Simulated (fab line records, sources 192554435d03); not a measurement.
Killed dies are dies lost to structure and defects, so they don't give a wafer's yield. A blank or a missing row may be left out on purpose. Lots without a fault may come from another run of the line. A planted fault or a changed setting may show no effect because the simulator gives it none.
fab line records | flow n5_finfet
record lots=6 wafers=18 last_day=17
route steps=1938 shown BEOL_M8@1377 PASSIVATION@1936
lots that met no fault: from a run of the same line without faults
start_h: hours from the record's first day to the start of the lot's first wafer shown | wait_h: hours since the lot's step before | " the same as in the row above | L1.1+2: a row that stands for several wafers | - no value, or no start given | * or withheld: withheld | < > ~ a bound
route shown NAME@n: a module of which the file shows steps, and the number in the route of the first | usual: mean/standard deviation of fault-free wafers | same: alike in all rows | chamber/n: place in a boat | sites: the reading at each site | _std_site: their standard deviation | _edge_site: outer sites' mean less inner sites' | radius_mm: how far each site lies from the wafer's centre | mask NAME#n: copy n | behind: the tool/chamber that last shaped the wafer | hold: why the lot was held/for how many hours/how that ended | device: the transistor (n, p or np) that didn't switch | end of line: the same wafers' tests at the end of the route | a step without rows: its recipe alone | killed: dies lost to structure and defects at the first sort, not the wafer's yield | map: a wafer's dies, x killed, . not, _ none there
set.NAME: the setting as run; set.NAME@STEP: as run at that earlier step | model.NAME: the simulator's own value behind a step, which no gauge read
lots at some steps of the route; a table a step, a row a wafer
services: from which hour (start_h, from the record's first day; less than 0 if before it) a tool's chamber was out of use, for how many hours, and why
## steps
# step N5_BEOL_M8_TRENCH_ETCH_37
# recipe chemistry=C4F6/O2 target_depth_a=934.78 target=SiCOH_lowk time_s=31.2 ion_energy_ev=250 pressure_mtorr=30 source_w=345 bias_w=185 Ar_flow_sccm=300 C4F6_flow_sccm=10 O2_flow_sccm=10
# usual drypump_motor_current_A=5.8/0.55 oes_product_au=0.77/0.07 rf_vpp_V=663/12 showerhead_plenum_p_Torr=2.82/0.081 throttle_valve_pct=21.00/0.27
# same time_s=31.2
# columns lot.wafer tool chamber start_h wait_h drypump_motor_current_A oes_product_au rf_hours_counter_h rf_vpp_V showerhead_plenum_p_Torr throttle_valve_pct
L424.2 rie_diel-01 0 - - 5.3 0.83 61 646 2.90 21.01
L424.3 " 3 " " 6.2 0.78 75 655 2.88 20.53
L424.6 " 3 " " 6.3 0.80 - 656 2.88 20.50
L430.1 rie_diel-04 3 - - 5.3 0.73 193 669 2.73 21.20
L430.2 " 0 " " 6.8 0.69 226 672 2.70 21.33
L430.4 " 1 " " 6.0 0.70 244 673 2.79 21.29
L432.2 rie_diel-01 2 - - 5.1 0.77 120 683 2.75 20.91
L432.3 " 0 " " 5.3 0.82 75 645 2.89 21.02
L432.6 " 2 " " 5.2 0.76 - 684 2.75 20.94
L439.3 rie_diel-04 2 - - 6.2 0.81 96 649 2.74 20.61
L439.5 " 2 " " 6.2 0.81 - 650 2.74 20.60
L439.6 " 3 " " 5.3 0.73 - 668 2.72 21.22
L440.4 rie_diel-01 1 - - 5.4 0.77 113 664 2.89 20.98
L440.5 " 3 " " 6.2 0.77 - 654 2.87 20.52
L440.6 " 0 " " 5.3 0.81 - 646 2.88 21.04
L444.2 rie_diel-02 3 - - 5.0 0.70 238 644 2.80 21.44
L444.5 " 3 " " 5.0 0.69 - 644 2.80 21.44
L444.6 " 0 " " 5.6 0.85 - 656 2.89 20.90
# step N5_BEOL_M8_ETCH_41
# recipe chemistry=CH3F/O2 target=SiCN target_depth_a=319 taper_deg=2 time_s=57.8 ion_energy_ev=120 mask_material=TiN pressure_mtorr=30 source_w=395 bias_w=75 Ar_flow_sccm=150 CH3F_flow_sccm=30 O2_flow_sccm=20
# usual drypump_motor_current_A=5.8/0.55 oes_product_au=0.77/0.069 rf_vpp_V=297.0/1.4 showerhead_plenum_p_Torr=1.98/0.06 throttle_valve_pct=16.39/0.27
# same time_s=57.8
# columns lot.wafer tool chamber start_h wait_h drypump_motor_current_A oes_product_au rf_hours_counter_h rf_vpp_V showerhead_plenum_p_Torr throttle_valve_pct
L424.2 rie_diel-01 0 - - 5.3 0.83 61 298.1 2.04 16.36
L424.3 " 3 " " 6.3 0.78 75 297.6 2.02 15.89
L424.6 " 3 " " 6.3 0.79 - 299.4 2.02 15.88
L430.1 rie_diel-04 3 - - 5.3 0.73 193 297.3 1.91 16.57
L430.2 " 0 " " 6.8 0.69 226 295.1 1.89 16.78
L430.4 " 1 " " 6.0 0.69 244 296.6 1.96 16.70
L432.2 rie_diel-01 2 - - 5.1 0.77 120 297.6 1.93 16.33
L432.3 " 0 " " 5.3 0.82 75 298.3 2.03 16.39
L432.6 " 2 " " 5.2 0.78 - 296.3 1.93 16.32
L439.3 rie_diel-04 2 - - 6.1 0.80 96 296.6 1.92 16.04
L439.5 " 2 " " 6.1 0.81 - 296.4 1.92 16.05
L439.6 " 3 " " 5.3 0.72 - 295.5 1.91 16.63
L440.4 rie_diel-01 1 - - 5.5 0.77 113 297.2 2.03 16.36
L440.5 " 3 " " 6.3 0.76 - 297.9 2.01 15.92
L440.6 " 0 " " 5.3 0.81 - 298.1 2.03 16.40
L444.2 rie_diel-02 3 - - 5.0 0.69 238 297.0 1.97 16.85
L444.5 " 3 " " 5.0 0.69 - 296.8 1.97 16.86
L444.6 " 0 " " 5.6 0.84 - 299.6 2.04 16.26
# step N5_BEOL_M8_STRIP_80
# recipe chemistry=N2/H2 time_s=10 power_w=450 temp_c=40 pressure_mtorr=20 rf_frequency_hz=6e+07 bias_power_w=7 n2_flow_sccm=200 h2_flow_sccm=200
# usual drypump_motor_current_A=5.8/0.54 oes_product_au=0.77/0.071 rf_vpp_V=59.2/0.82 showerhead_plenum_p_Torr=2.51/0.073 throttle_valve_pct=23.7/0.35
# same time_s=10
# columns lot.wafer tool chamber start_h wait_h drypump_motor_current_A oes_product_au rf_hours_counter_h rf_vpp_V showerhead_plenum_p_Torr throttle_valve_pct
L424.2 rie_diel-01 0 - - 5.3 0.83 61 60.0 2.55 23.1
L424.3 " 3 " " 6.3 0.80 75 58.5 2.58 23.4
L424.6 " 3 " " 6.3 0.80 - 59.1 2.58 23.4
L430.1 rie_diel-04 3 - - 5.3 0.74 193 58.3 2.42 24.0
L430.2 " 0 " " 6.8 0.70 226 58.9 2.39 23.7
L430.4 " 1 " " 6.0 0.70 244 60.1 2.50 24.2
L432.2 rie_diel-01 2 - - 5.2 0.77 120 58.5 2.45 23.5
L432.3 " 0 " " 5.3 0.83 75 59.3 2.54 23.1
L432.6 " 2 " " 5.2 0.78 - 59.1 2.45 23.5
L439.3 rie_diel-04 2 - - 6.2 0.81 96 59.5 2.45 23.3
L439.5 " 2 " " 6.1 0.82 - 59.9 2.45 23.3
L439.6 " 3 " " 5.3 0.72 - 58.7 2.41 24.0
L440.4 rie_diel-01 1 - - 5.5 0.78 113 58.8 2.56 23.3
L440.5 " 3 " " 6.3 0.79 - 60.3 2.57 23.4
L440.6 " 0 " " 5.3 0.82 - 58.8 2.54 23.2
L444.2 rie_diel-02 3 - - 5.0 0.69 238 59.0 2.51 24.3
L444.5 " 3 " " 5.0 0.69 - 58.0 2.51 24.3
L444.6 " 0 " " 5.6 0.86 - 59.9 2.60 23.8
# step N5_BEOL_M8_OCD_MEAS_38
# usual trench_depth_nm=93.4/1.3
# columns lot.wafer tool chamber start_h wait_h trench_depth_nm
L424.2 ocd-01 - 216.13 - 91.8
L424.3 " - " " 92.0
L424.6 " - " " 91.8
L430.1 ocd-02 - 255.09 - 92.3
L430.2 " - " " 91.6
L430.4 " - " " 91.2
L432.2 ocd-02 - 264.76 - 92.9
L432.3 " - " " 92.1
L432.6 " - " " 92.2
L439.3 ocd-01 - 309.69 - 94.8
L439.5 " - " " 95.2
L439.6 " - " " 93.5
L440.4 ocd-02 - 314.92 - 93.1
L440.5 " - " " 93.2
L440.6 " - " " 91.7
L444.2 ocd-02 - 341.71 - 94.6
L444.5 " - " " 95.0
L444.6 " - " " 92.7
# step N5_BEOL_M8_HM_STRIP_39
# recipe chemistry=peroxide_tin_strip material=TiN target_depth_a=250 temp_c=50 time_s=158
# step N5_BEOL_M8_SRD_40
# recipe time_s=30 temp_c=23 rinse_liquid=diw dry=ipa_marangoni
# step N5_BEOL_M8_PRECLEAN_42
# recipe chemistry=residue_remover time_s=60 temp_c=40
# step N5_BEOL_M8_SRD_43
# recipe time_s=30 temp_c=23 rinse_liquid=diw dry=ipa_marangoni
# step N5_BEOL_M8_CD_MEAS_35
# recipe target_cd_nm=40 polarity=opening
# usual cd_nm=40.0/0.64
# columns lot.wafer tool chamber start_h wait_h cd_nm
L424.2 cd_sem-03 - 216.29 0.0 40.1
L424.3 " - " " 40.0
L424.6 " - " " 41.1
L430.1 cd_sem-01 - 255.25 0.0 40.6
L430.2 " - " " 38.1
L430.4 " - " " 39.3
L432.2 cd_sem-01 - 264.92 0.0 39.5
L432.3 " - " " 40.4
L432.6 " - " " 39.3
L439.3 cd_sem-02 - 309.85 0.0 39.4
L439.5 " - " " 39.0
L439.6 " - " " 39.1
L440.4 cd_sem-02 - 315.07 0.0 40.8
L440.5 " - " " 39.4
L440.6 " - " " 40.4
L444.2 cd_sem-03 - 341.86 0.0 40.4
L444.5 " - " " 40.3
L444.6 " - " " 40.7
# step N5_BEOL_M8_CURE_75
# recipe temp_c=370 time_s=120 ambient=DMADMS/He material=SiCOH_lowk
# usual lamp_power_pct=52.31/0.055 wafer_temp_C_max=371.9/0.55
# same time_s=120
# columns lot.wafer tool chamber start_h wait_h lamp_power_pct wafer_temp_C_max
L424.2 uv_cure-03 0 216.51 0.2 52.29 372.8
L424.3 " 0 " " 52.25 372.5
L424.6 " 0 " " 52.28 372.8
L430.1 uv_cure-01 0 255.29 0.0 52.33 371.9
L430.2 " 0 " " 52.23 372.5
L430.4 " 0 " " 52.30 371.7
L432.2 uv_cure-02 1 265.01 0.1 52.38 372.3
L432.3 " 1 " " 52.26 372.1
L432.6 " 1 " " 52.39 372.7
L439.3 uv_cure-01 0 310.10 0.3 52.33 372.4
L439.5 " 0 " " 52.30 372.6
L439.6 " 0 " " 52.32 372.8
L440.4 uv_cure-01 1 316.42 1.3 52.25 371.4
L440.5 " 1 " " 52.40 371.9
L440.6 " 1 " " 52.26 371.2
L444.2 uv_cure-02 0 342.00 0.1 52.24 372.0
L444.5 " 0 " " 52.31 371.4
L444.6 " 0 " " 52.38 371.8
# step N5_BEOL_M8_DEGAS_44
# recipe ambient=vacuum temp_c=250 time_s=60
# step N5_BEOL_M8_PRE_CLEAN_45
# recipe gas=H2/He time_s=30 temp_c=250
# usual heater_power_w=333/29
# same time_s=30
# columns lot.wafer tool chamber start_h wait_h heater_power_w
L424.2 pvd_sputter-01 - 216.84 0.0 325
L424.3 " - " " 314
L424.6 " - " " 307
L430.1 pvd_sputter-03 - 255.77 0.0 351
L430.2 " - " " 349
L430.4 " - " " 277
L432.2 pvd_sputter-03 - 265.37 0.0 339
L432.3 " - " " 284
L432.6 " - " " 343
L439.3 pvd_sputter-03 - 310.38 0.0 276
L439.5 " - " " 333
L439.6 " - " " 347
L440.4 pvd_sputter-03 - 316.63 0.0 354
L440.5 " - " " 282
L440.6 " - " " 342
L444.2 pvd_sputter-01 - 342.62 0.0 352
L444.5 " - " " 325
L444.6 " - " " 358
# step N5_BEOL_M8_ALD_77
# recipe material=TaN target_thk_a=20 temp_c=275 ald_precursor_family=PDMAT ald_co_reactant=NH3 pressure_torr=3 carrier_flow_sccm=1500 pulse_time_s=2 purge_time_s=3 co_reactant_purge_time_s=2 co_reactant_pulse_time_s=3 ald_cycles=40 precursor_vessel_temp_c=75 precursor_vessel_pressure_torr=26.25 precursor_vessel_carrier_sccm=1000
# usual ald_cycles=40/0 heater_power_w=412/58 mfc_carrier_sccm=1501/4.9 precursor_vessel_carrier_sccm=1000/3.1
# columns lot.wafer tool chamber start_h wait_h ald_cycles heater_power_w mfc_carrier_sccm precursor_vessel_carrier_sccm model.TaN_of_BEOL_M8_ALD_77.thk_nm
L424.2 ald_metal-01 0 217.06 0.2 40 453 1500 997 2
L424.3 " 3 " " 40 307 1489 1000 2
L424.6 " 0 " " 40 442 1506 995 2
L430.1 ald_metal-04 0 255.84 0.1 40 433 1495 998 2
L430.2 " 3 " " 40 491 1500 1000 2
L430.4 " 1 " " 40 452 1509 1005 2
L432.2 ald_metal-03 2 265.43 0.0 40 311 1504 999 2
L432.3 " 0 " " 40 371 1506 998 2
L432.6 " 2 " " 40 312 1498 1003 2
L439.3 ald_metal-04 2 310.44 0.0 40 504 1500 998 2
L439.5 " 3 " " 31 486 1509 1000 1.6
L439.6 " 2 " " 40 503 1502 1002 2
L440.4 ald_metal-04 1 316.70 0.1 40 450 1506 999 2
L440.5 " 3 " " 31 487 1505 1004 1.6
L440.6 " 0 " " 40 420 1497 998 2
L444.2 ald_metal-03 3 342.68 0.0 40 389 1497 1001 2
L444.5 " 1 " " 40 390 1506 1000 2
L444.6 " 0 " " 40 367 1500 1003 2
# step N5_BEOL_M8_SURFACE_TREAT_79
# recipe gas=Ar time_s=* ion_energy_ev=* ion_current_ma_cm2=0.5 pressure_mtorr=* ar_flow_sccm=30
# step N5_PASSIVATION_PROBE_49
# usual defect_limited_yield=91.3/1.4 killed_at_M0_to_M3=36/11 killed_at_M4_up=13/5.2 killed_at_contacts=13/6.5 killed_at_front_end=37/11 killed_at_other=3.6/2.9 killed_dies=103/17 killed_open=68/12 killed_short=33/7.3 sort_bin_4_leakage=0.01/0.039 sort_bin_5_function=5.2/0.91 sort_bin_6_memory=3.2/0.67 sort_n_pass=1077/17 sort_yield_pct=91.3/1.4
# same gross_dies=1180 killed_at_back_side=0 sort_bin_8_speed[%]=0
# columns lot.wafer tool chamber start_h wait_h defect_limited_yield[%] killed_at_M0_to_M3 killed_at_M4_up killed_at_contacts killed_at_front_end killed_at_other killed_dies killed_open killed_short sort_bin_4_leakage[%] sort_bin_5_function[%] sort_bin_6_memory[%] sort_n_pass sort_yield_pct[%]
L424.2 prober-02 - 284.37 0.1 90.4 43 11 21 36 2 113 63 49 0 5.4 3.6 1067 90.4
L424.3 prober-02 - 284.42 0.1 90.1 43 13 14 47 0 117 70 44 0 5.6 3.9 1063 90.1
L424.6 prober-02 - 284.57 0.3 91.8 36 17 13 28 3 97 62 34 0 5.0 2.8 1083 91.8
L430.1 prober-01 - 322.39 0.1 91.2 36 14 21 32 1 104 64 40 0 5.0 3.7 1076 91.2
L430.2 prober-01 - 322.44 0.2 91.9 32 10 17 36 1 96 72 23 0 4.2 3.7 1084 91.9
L430.4 prober-01 - 322.54 0.3 91.7 26 11 26 32 3 98 73 25 0 4.9 2.7 1082 91.7
L432.2 prober-01 - 341.37 0.1 91.4 32 17 12 33 8 102 67 35 0 5.0 3.6 1078 91.4
L432.3 prober-01 - 341.42 0.1 90.3 31 10 5 59 10 115 66 41 0 4.6 3.8 1065 90.3
L432.6 prober-01 - 341.57 0.3 92.4 25 12 4 46 3 90 55 34 0 5.3 2.3 1090 92.4
L439.3 prober-01 - 378.38 0.1 92.7 33 14 6 28 5 86 62 23 0 4.5 2.6 1094 92.7
L439.5 prober-01 - 378.48 0.2 92.8 23 14 4 38 6 85 52 30 0.25 4.2 2.5 1095 92.8
L439.6 prober-01 - 378.53 0.3 91.9 38 5 15 27 10 95 60 33 0 4.6 3.1 1085 91.9
L440.4 prober-01 - 383.93 0.2 91.5 32 13 19 36 0 100 72 27 0 6.2 2.0 1080 91.5
L440.5 prober-01 - 383.98 0.2 92.1 33 8 28 20 4 93 60 33 0 5.1 2.6 1087 92.1
L440.6 prober-01 - 384.03 0.3 93.4 17 14 22 24 1 78 54 24 0 4.2 2.1 1102 93.4
L444.2 prober-01 - 409.95 0.1 91.3 34 23 14 25 7 103 76 27 0 4.7 3.6 1077 91.3
L444.5 prober-01 - 410.10 0.2 90.4 59 20 6 23 5 113 80 33 0 5.7 3.6 1067 90.4
L444.6 prober-01 - 410.15 0.3 89.9 50 17 4 40 8 119 76 41 0 5.8 4.1 1061 89.9
# killed by level:class
L424.2 BEOL_M0_SAQP:geometric_particle:short=13 MOL_CONTACT_COAG:geometric_particle:open=11 MOL_CONTACT_COAG:geometric_particle:short=10 BEOL_M0_SAQP:geometric_particle:open=9 GATE_CUT:geometric_particle:short=7 BEOL_M2:geometric_particle:open=5 STARTING-WAFER:geometric_particle:short=5 FIN_SAQP:geometric_particle:open=4
L424.3 FIN_SAQP:geometric_particle:short=11 MOL_CONTACT_COAG:geometric_particle:open=11 FIN_SAQP:geometric_particle:open=8 BEOL_M0_SAQP:geometric_particle:open=7 BEOL_M0_SAQP:geometric_particle:short=7 BEOL_M2:geometric_particle:open=7 BEOL_M3:geometric_particle:short=6 BEOL_M1:geometric_particle:open=6
L424.6 MOL_CONTACT_COAG:geometric_particle:open=11 BEOL_M0_SAQP:geometric_particle:short=9 FIN_SAQP:geometric_particle:open=8 BEOL_M2:geometric_particle:open=8 FIN_SAQP:geometric_particle:short=7 BEOL_M0:geometric_particle:open=6 BEOL_M4:geometric_particle:open=6 BEOL_M3:geometric_particle:open=4
L430.1 BEOL_M1:geometric_particle:open=14 MOL_CONTACT_COAG:geometric_particle:open=11 MOL_CONTACT_COAG:geometric_particle:short=10 DUMMY_GATE:geometric_particle:open=8 BEOL_M3:geometric_particle:open=5 BEOL_M0_SAQP:geometric_particle:short=5 BEOL_M4:geometric_particle:short=5 BEOL_M4:geometric_particle:open=5
L430.2 MOL_CONTACT_COAG:geometric_particle:open=17 FIN_SAQP:geometric_particle:open=10 BEOL_M0_SAQP:geometric_particle:open=8 STI_FIN_REVEAL:geometric_particle:open=7 BEOL_M0_SAQP:geometric_particle:short=7 DUMMY_GATE:geometric_particle:open=5 BEOL_M4:geometric_particle:open=5 GATE_CUT:geometric_particle:open=4
L430.4 MOL_CONTACT_COAG:geometric_particle:open=21 BEOL_M0_SAQP:geometric_particle:open=8 BEOL_M4:geometric_particle:open=8 STI_FIN_REVEAL:geometric_particle:open=7 DUMMY_GATE:geometric_particle:open=6 MOL_CONTACT_COAG:geometric_particle:short=5 FIN_SAQP:geometric_particle:open=4 FIN_SAQP:geometric_particle:short=4
L432.2 BEOL_M2:geometric_particle:open=13 STI_FIN_REVEAL:geometric_particle:open=11 MOL_CONTACT_COAG:geometric_particle:open=10 BEOL_M4:geometric_particle:open=7 GATE_CUT:geometric_particle:short=6 BEOL_M0_SAQP:geometric_particle:open=6 PASS1_DEP:geometric_particle:short=5 FIN_SAQP:geometric_particle:open=4
L432.3 FIN_SAQP:geometric_particle:open=14 FIN_SAQP:geometric_particle:short=11 BEOL_M2:geometric_particle:open=11 HKMG_FIN:area_etch=8 STI_FIN_REVEAL:geometric_particle:open=6 PASS1_DEP:geometric_particle:short=6 GATE_CUT:geometric_particle:short=4 GATE_CUT:geometric_particle:open=4
L432.6 STI_FIN_REVEAL:geometric_particle:open=17 BEOL_M0_SAQP:geometric_particle:short=6 FIN_SAQP:geometric_particle:open=5 FIN_SAQP:geometric_particle:short=5 BEOL_M2:geometric_particle:open=5 MOL_CONTACT_COAG:geometric_particle:open=4 BEOL_M0_SAQP:geometric_particle:open=4 BEOL_M3:geometric_particle:open=4
L439.3 BEOL_M1:geometric_particle:open=16 FIN_SAQP:geometric_particle:open=6 BEOL_M0_SAQP:geometric_particle:open=6 STI_FIN_REVEAL:geometric_particle:open=5 BEOL_M3:geometric_particle:open=5 STARTING-WAFER:geometric_particle:open=5 FIN_SAQP:geometric_particle:short=4 MOL_CONTACT_COAG:geometric_particle:open=4
L439.5 FIN_SAQP:geometric_particle:short=10 BEOL_M0_SAQP:geometric_particle:open=6 DUMMY_GATE:geometric_particle:open=5 BEOL_M0_SAQP:geometric_particle:short=5 BEOL_M1:geometric_particle:open=5 ILD0:geometric_particle:short=4 ILD0:geometric_particle:open=4 MOL_CONTACT_COAG:geometric_particle:open=4
L439.6 MOL_CONTACT_COAG:geometric_particle:open=13 BEOL_M0_SAQP:geometric_particle:open=9 BEOL_M0_SAQP:geometric_particle:short=9 BEOL_M1:geometric_particle:open=7 GATE_CUT:geometric_particle:short=6 BEOL_M2:geometric_particle:open=6 FIN_SAQP:geometric_particle:open=5 GATE_CUT:geometric_particle:open=5
L440.4 MOL_CONTACT_COAG:geometric_particle:open=14 FIN_SAQP:geometric_particle:open=11 STI_FIN_REVEAL:geometric_particle:open=11 BEOL_M1:geometric_particle:open=8 BEOL_M2:geometric_particle:open=7 BEOL_M0_SAQP:geometric_particle:short=5 BEOL_M0:geometric_particle:open=5 FIN_SAQP:geometric_particle:short=4
L440.5 MOL_CONTACT_COAG:geometric_particle:open=22 BEOL_M0_SAQP:geometric_particle:short=10 BEOL_M0_SAQP:geometric_particle:open=8 MOL_CONTACT_COAG:geometric_particle:short=6 BEOL_M2:geometric_particle:open=6 STARTING-WAFER:geometric_particle:open=6 FIN_SAQP:geometric_particle:short=4 BEOL_M1:geometric_particle:open=4
L440.6 MOL_CONTACT_COAG:geometric_particle:open=17 GATE_CUT:geometric_particle:short=7 MOL_CONTACT_COAG:geometric_particle:short=5 BEOL_M3:geometric_particle:open=5 FIN_SAQP:geometric_particle:open=4 STI_FIN_REVEAL:geometric_particle:open=3 STARTING-WAFER:geometric_particle:open=3 BEOL_M0_SAQP:geometric_particle:open=3
L444.2 BEOL_M4:geometric_particle:open=14 MOL_CONTACT_COAG:geometric_particle:open=12 BEOL_M0_SAQP:geometric_particle:short=8 BEOL_M0_SAQP:geometric_particle:open=8 FIN_SAQP:geometric_particle:open=7 BEOL_M3:geometric_particle:open=5 STI_FIN_REVEAL:geometric_particle:open=4 STARTING-WAFER:geometric_particle:short=4
L444.5 BEOL_M3:geometric_particle:open=20 BEOL_M0_SAQP:geometric_particle:open=16 BEOL_M0_SAQP:geometric_particle:short=9 FIN_SAQP:geometric_particle:open=8 BEOL_M4:geometric_particle:open=8 BEOL_M1:geometric_particle:open=6 BEOL_M3:geometric_particle:short=4 BEOL_M4:geometric_particle:short=4
L444.6 BEOL_M3:geometric_particle:open=15 FIN_SAQP:geometric_particle:open=12 BEOL_M0_SAQP:geometric_particle:short=12 FIN_SAQP:geometric_particle:short=9 BEOL_M4:geometric_particle:open=8 BEOL_M1:geometric_particle:open=7 BEOL_M3:geometric_particle:short=6 STI_FIN_REVEAL:geometric_particle:open=5
## services
# columns tool chamber start_h hours kind
uv_cure-03 - 213.27 2.1 pm
uv_cure-03 - 218.92 6.0 pm
ald_metal-03 3 224.77 1.5 repair
rie_diel-01 - 226.88 11.4 repair
uv_cure-02 - 263.93 0.6 repair
rie_diel-02 0 269.78 9.7 repair
ald_metal-03 3 270.75 2.6 repair
rie_diel-01 - 271.78 1.1 repair
rie_diel-04 1 272.31 - clean
rie_diel-04 1 272.31 - consumable_replace:focus_ring
rie_diel-04 1 272.31 14.9 scheduled_down
rie_diel-04 1 272.31 14.9 vent_cycle
uv_cure-03 - 282.75 1.0 pm
ald_metal-03 0 286.11 7.2 repair
uv_cure-02 - 296.25 4.3 repair
rie_diel-02 - 301.01 2.8 pm
ald_metal-01 2 305.26 24.2 repair
pvd_sputter-01 - 306.96 5.3 repair
uv_cure-02 - 311.98 7.5 pm
rie_diel-04 0 317.81 - clean
rie_diel-04 0 317.81 - consumable_replace:focus_ring
rie_diel-04 0 317.81 - consumable_replace:showerhead
ald_metal-04 - 337.25 14.0 pm
ald_metal-01 - 342.46 8.7 pm
## key
first_sign step=N5_BEOL_M8_ALD_77 reading=ald_cycles direction=down sigmas=99+ usual=* struck=*
effect none on later readings
model_effect step=N5_BEOL_M8_ALD_77 value=TaN_of_BEOL_M8_ALD_77.thk_nm without=2 struck=1.6
met_at N5_BEOL_M8_ALD_77
struck_wafers L439.5,L440.5
onset_between 255.84 310.44
fault kind=process_parameter_drift tool=ald_metal-04 chamber=- onset_h=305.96 steps=N5_BEOL_M8_ALD_77 channel=ald_cycles offset=* shape=step end_h=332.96 scope=struck_wafers_only acts_in=* stated=*
